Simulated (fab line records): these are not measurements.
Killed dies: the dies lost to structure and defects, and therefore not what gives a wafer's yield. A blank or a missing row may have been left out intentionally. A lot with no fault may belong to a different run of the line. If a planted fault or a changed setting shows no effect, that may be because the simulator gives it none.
What tool caused it? / flow nand harc / Sampling: 12 lots, 36 wafers, 6 of 1302 route steps

== WHAT THE GAUGES SHOWED, per wafer ==
NHARC_P_STI_OCD_MEAS_43. Usual: trench depth nm 300 nm, standard deviation 4.3; trench foot cd nm 158.5 nm, standard deviation 2.2.
lot=L100; measured=day 3 12:07; on=ocd-01; trench depth nm (nm)=300 297 301; trench foot cd nm (nm)=155.4 160.9 158.3; flag=
lot=L101; measured=day 3 18:22; on=ocd-02; trench depth nm (nm)=303 295 301; trench foot cd nm (nm)=156.5 159.2 157.4; flag=
lot=L102; measured=day 4 02:23; on=ocd-01; trench depth nm (nm)=299 299 299; trench foot cd nm (nm)=157.4 163.8 159.1; flag=
lot=L103; measured=day 4 11:37; on=ocd-02; trench depth nm (nm)=296 293 296; trench foot cd nm (nm)=161.5 156.6 161.5; flag=
lot=L104; measured=day 4 23:09; on=ocd-02; trench depth nm (nm)=293 306 302; trench foot cd nm (nm)=159.1 157.6 155.3; flag=
lot=L105; measured=day 5 11:04; on=ocd-02; trench depth nm (nm)=297 301 296; trench foot cd nm (nm)=160.0 158.7 158.3; flag=
lot=L106; measured=day 5 22:34; on=ocd-01; trench depth nm (nm)=296 298 299; trench foot cd nm (nm)=158.4 158.5 154.4; flag=
lot=L107; measured=day 6 06:15; on=ocd-02; trench depth nm (nm)=305 288 294; trench foot cd nm (nm)=158.9 161.0 161.9; flag=
lot=L108; measured=day 6 16:13; on=ocd-02; trench depth nm (nm)=305 304 303; trench foot cd nm (nm)=157.4 155.4 153.6; flag=
lot=L112; measured=day 8 07:19; on=ocd-02; trench depth nm (nm)=302 302 303; trench foot cd nm (nm)=157.8 157.3 159.0; flag=
lot=L121; measured=day 12 02:48; on=ocd-02; trench depth nm (nm)=298 300 295; trench foot cd nm (nm)=153.9 156.6 159.2; flag=
lot=L122; measured=day 12 11:05; on=ocd-02; trench depth nm (nm)=302 302 302; trench foot cd nm (nm)=161.8 163.4 161.0; flag=

NHARC_P_GATE_CD_MEAS_11: the cd target is 1640 nm. Usual: cd nm reads 1639.4 nm (standard deviation 1.5).
lot=L100; measured=day 4 22:08; on=cd sem-03; cd nm (nm)=1640.3 1639.8 1639.4; flag=
lot=L101; measured=day 5 10:29; on=cd sem-02; cd nm (nm)=1638.0 1639.3 1640.4; flag=
lot=L102; measured=day 5 14:44; on=cd sem-02; cd nm (nm)=1638.4 1637.0 1639.0; flag=
lot=L103; measured=day 6 02:32; on=cd sem-01; cd nm (nm)=1642.2 1639.1 1640.5; flag=
lot=L104; measured=day 6 12:22; on=cd sem-01; cd nm (nm)=1637.2 1638.7 1639.8; flag=
lot=L105; measured=day 6 23:23; on=cd sem-01; cd nm (nm)=1638.9 1639.4 1640.7; flag=
lot=L106; measured=day 7 15:32; on=cd sem-03; cd nm (nm)=1636.0 1637.2 1637.6; flag=
lot=L107; measured=day 7 15:22; on=cd sem-02; cd nm (nm)=1641.1 1639.0 1640.0; flag=
lot=L108; measured=day 8 07:07; on=cd sem-01; cd nm (nm)=1639.5 1641.4 1638.3; flag=
lot=L112; measured=day 9 23:04; on=cd sem-03; cd nm (nm)=- - -; flag=OFF
lot=L121; measured=day 14 03:57; on=cd sem-01; cd nm (nm)=1639.8 1638.7 1639.0; flag=
lot=L122; measured=day 14 04:07; on=cd sem-03; cd nm (nm)=1643.1 1640.5 1639.7; flag=

NHARC_END_SORT_01. Usual: killed at array 64, standard deviation 16; killed at other 1.0, standard deviation 1.1; killed at periphery 3.5, standard deviation 2.3; killed dies 69, standard deviation 17; killed open 3.2, standard deviation 1.6; killed short 2.4, standard deviation 1.6.
lot=L112; measured=day 30 04:50; on=prober-02; killed at array=79 88 68; killed at other=1 0 1; killed at periphery=597 589 608; killed dies=677 677 677; killed open=1 5 2; killed short=1 1 3; flag=OFF

== EACH LOT AND THE TOOL THAT RAN IT (in order: tool; ch and the chambers of the sampled wafers; start) ==
lot=L100; NHARC_P_STI_ETCH_15=rie si-06 ch 0,1,3, day 3 11:22; NHARC_P_STI_CMP_21=cmp-03 ch 0,1,3, day 4 04:52; NHARC_P_GATE_EXPOSE_08=krf scanner-02 ch 0, day 4 21:59
lot=L101; NHARC_P_STI_ETCH_15=rie si-04 ch 1,2, day 3 17:36; NHARC_P_STI_CMP_21=cmp-03 ch 1,2, day 4 13:31; NHARC_P_GATE_EXPOSE_08=krf scanner-02 ch 0, day 5 10:19
lot=L102; NHARC_P_STI_ETCH_15=rie si-01 ch 1,2, day 4 01:38; NHARC_P_STI_CMP_21=cmp-01 ch 0,1,2, day 4 20:12; NHARC_P_GATE_EXPOSE_08=krf scanner-02 ch 0, day 5 14:35
lot=L103; NHARC_P_STI_ETCH_15=rie si-01 ch 1,3, day 4 10:51; NHARC_P_STI_CMP_21=cmp-02 ch 0,1,2, day 5 10:22; NHARC_P_GATE_EXPOSE_08=krf scanner-03 ch 0, day 6 02:23
lot=L104; NHARC_P_STI_ETCH_15=rie si-06 ch 0,1,3, day 4 22:25; NHARC_P_STI_CMP_21=cmp-03 ch 1,2, day 5 19:57; NHARC_P_GATE_EXPOSE_08=krf scanner-02 ch 0, day 6 12:13
lot=L105; NHARC_P_STI_ETCH_15=rie si-04 ch 0,1,3, day 5 10:19; NHARC_P_STI_CMP_21=cmp-03 ch 1,3, day 6 04:01; NHARC_P_GATE_EXPOSE_08=krf scanner-03 ch 0, day 6 23:14
lot=L106; NHARC_P_STI_ETCH_15=rie si-01 ch 1,2,3, day 5 21:49; NHARC_P_STI_CMP_21=cmp-02 ch 0,3, day 6 23:09; NHARC_P_GATE_EXPOSE_08=krf scanner-02 ch 0, day 7 15:22
lot=L107; NHARC_P_STI_ETCH_15=rie si-06 ch 0,2,3, day 6 05:29; NHARC_P_STI_CMP_21=cmp-03 ch 0,1,3, day 6 23:08; NHARC_P_GATE_EXPOSE_08=krf scanner-04 ch 0, day 7 15:13
lot=L108; NHARC_P_STI_ETCH_15=rie si-04 ch 0,2,3, day 6 15:29; NHARC_P_STI_CMP_21=cmp-03 ch 2,3, day 7 11:41; NHARC_P_GATE_EXPOSE_08=krf scanner-04 ch 0, day 8 06:57
lot=L112; NHARC_P_STI_ETCH_15=rie si-04 ch 0,1, day 8 06:33; NHARC_P_STI_CMP_21=cmp-03 ch 0,1,2, day 9 02:59; NHARC_P_GATE_EXPOSE_08=krf scanner-03 ch 0, day 9 22:55
lot=L121; NHARC_P_STI_ETCH_15=rie si-06 ch 0,3, day 12 02:04; NHARC_P_STI_CMP_21=cmp-01 ch 0,2,3, day 13 10:31; NHARC_P_GATE_EXPOSE_08=krf scanner-02 ch 0, day 14 03:47
lot=L122; NHARC_P_STI_ETCH_15=rie si-06 ch 1,2, day 12 10:19; NHARC_P_STI_CMP_21=cmp-03 ch 1,3, day 13 10:30; NHARC_P_GATE_EXPOSE_08=krf scanner-04 ch 0, day 14 03:57
- NHARC_P_STI_ETCH_15: etches the open film in HBr/Cl2, target depth 300 nm, time 100.1 s.
- NHARC_P_STI_CMP_21: polishes, t overpolish 20 s, target thk 380.67 nm.
- NHARC_P_GATE_EXPOSE_08: exposes mask P HV.

== WHAT THE TOOLS THEMSELVES READ (means of the sampled wafers that have a number; where no wafer has one, the mark that the record gives instead) ==
NHARC_P_STI_ETCH_15. Usual: drypump motor current A 5.70 A, standard deviation 0.23; oes product au 0.999 a.u., standard deviation 0.01; throttle valve pct 26.405 %, standard deviation 0.009.
lot=L100; tool=rie si-06; drypump motor current A (A)=5.65; oes product au (a.u.)=0.997; throttle valve pct (%)=26.405; flag=
lot=L101; tool=rie si-04; drypump motor current A (A)=6.07; oes product au (a.u.)=1.003; throttle valve pct (%)=26.404; flag=
lot=L102; tool=rie si-01; drypump motor current A (A)=5.81; oes product au (a.u.)=0.993; throttle valve pct (%)=26.395; flag=
lot=L103; tool=rie si-01; drypump motor current A (A)=5.44; oes product au (a.u.)=0.986; throttle valve pct (%)=26.412; flag=
lot=L104; tool=rie si-06; drypump motor current A (A)=5.63; oes product au (a.u.)=0.997; throttle valve pct (%)=26.405; flag=
lot=L105; tool=rie si-04; drypump motor current A (A)=5.67; oes product au (a.u.)=0.998; throttle valve pct (%)=26.390; flag=
lot=L106; tool=rie si-01; drypump motor current A (A)=5.60; oes product au (a.u.)=0.997; throttle valve pct (%)=26.400; flag=
lot=L107; tool=rie si-06; drypump motor current A (A)=5.73; oes product au (a.u.)=0.994; throttle valve pct (%)=26.409; flag=
lot=L108; tool=rie si-04; drypump motor current A (A)=5.63; oes product au (a.u.)=1.005; throttle valve pct (%)=26.412; flag=
lot=L112; tool=rie si-04; drypump motor current A (A)=5.90; oes product au (a.u.)=1.006; throttle valve pct (%)=26.406; flag=
lot=L121; tool=rie si-06; drypump motor current A (A)=5.72; oes product au (a.u.)=0.992; throttle valve pct (%)=26.409; flag=
lot=L122; tool=rie si-06; drypump motor current A (A)=5.74; oes product au (a.u.)=1.006; throttle valve pct (%)=26.404; flag=

NHARC_P_STI_CMP_21. Usual: motor current A 12.0 A, standard deviation 0.97; overpolish run s 20.000 s, standard deviation 0.0093; slurry flow ml min 150.0, standard deviation 0.48.
lot=L100; tool=cmp-03; motor current A (A)=13.0; overpolish run s (s)=19.993; slurry flow ml min=150.6; flag=
lot=L101; tool=cmp-03; motor current A (A)=11.7; overpolish run s (s)=20.010; slurry flow ml min=150.3; flag=
lot=L102; tool=cmp-01; motor current A (A)=12.8; overpolish run s (s)=19.997; slurry flow ml min=150.4; flag=
lot=L103; tool=cmp-02; motor current A (A)=11.6; overpolish run s (s)=19.995; slurry flow ml min=150.5; flag=
lot=L104; tool=cmp-03; motor current A (A)=11.8; overpolish run s (s)=20.013; slurry flow ml min=149.9; flag=
lot=L105; tool=cmp-03; motor current A (A)=12.1; overpolish run s (s)=19.996; slurry flow ml min=149.7; flag=
lot=L106; tool=cmp-02; motor current A (A)=11.4; overpolish run s (s)=20.001; slurry flow ml min=149.8; flag=
lot=L107; tool=cmp-03; motor current A (A)=12.3; overpolish run s (s)=19.992; slurry flow ml min=150.0; flag=
lot=L108; tool=cmp-03; motor current A (A)=11.9; overpolish run s (s)=20.003; slurry flow ml min=150.2; flag=
lot=L112; tool=cmp-03; motor current A (A)=11.5; overpolish run s (s)=19.999; slurry flow ml min=150.0; flag=
lot=L121; tool=cmp-01; motor current A (A)=12.6; overpolish run s (s)=20.002; slurry flow ml min=149.6; flag=
lot=L122; tool=cmp-03; motor current A (A)=12.6; overpolish run s (s)=20.003; slurry flow ml min=149.3; flag=

== THE ANSWER, worked out from the rows above alone ==
Rule: a lot is off if the mean of its wafers that have a number lies more than 3 standard deviations from the usual mean. A lot without any number at a reading at which 4 lots or more have one is off too. The other lots that the step has rows for count as sound. After the gauges, taken in route order, come the tools' own readings; for these a lot's mean is taken, as printed above. The first step at which some lot is off is used, and at that step the reading that is off furthest; a lot without a number counts as furthest.
Off at NHARC_P_GATE_CD_MEAS_11 (cd nm): L112. Without a number there: L112.
A tool fits if, at a process step before that reading, it ran every lot that is off, and no sound lot after the first of them. Not tried: the gauges at NHARC_P_GATE_CD_MEAS_11; whatever is off there is also off at NHARC_END_SORT_01, on other tools, and gauge error can't account for it. Can't be told from this: 2 tools fit, rie si-04 at NHARC_P_STI_ETCH_15, krf scanner-03 at NHARC_P_GATE_EXPOSE_08.

== WHAT WAS PUT IN BY THE SIMULATOR ==
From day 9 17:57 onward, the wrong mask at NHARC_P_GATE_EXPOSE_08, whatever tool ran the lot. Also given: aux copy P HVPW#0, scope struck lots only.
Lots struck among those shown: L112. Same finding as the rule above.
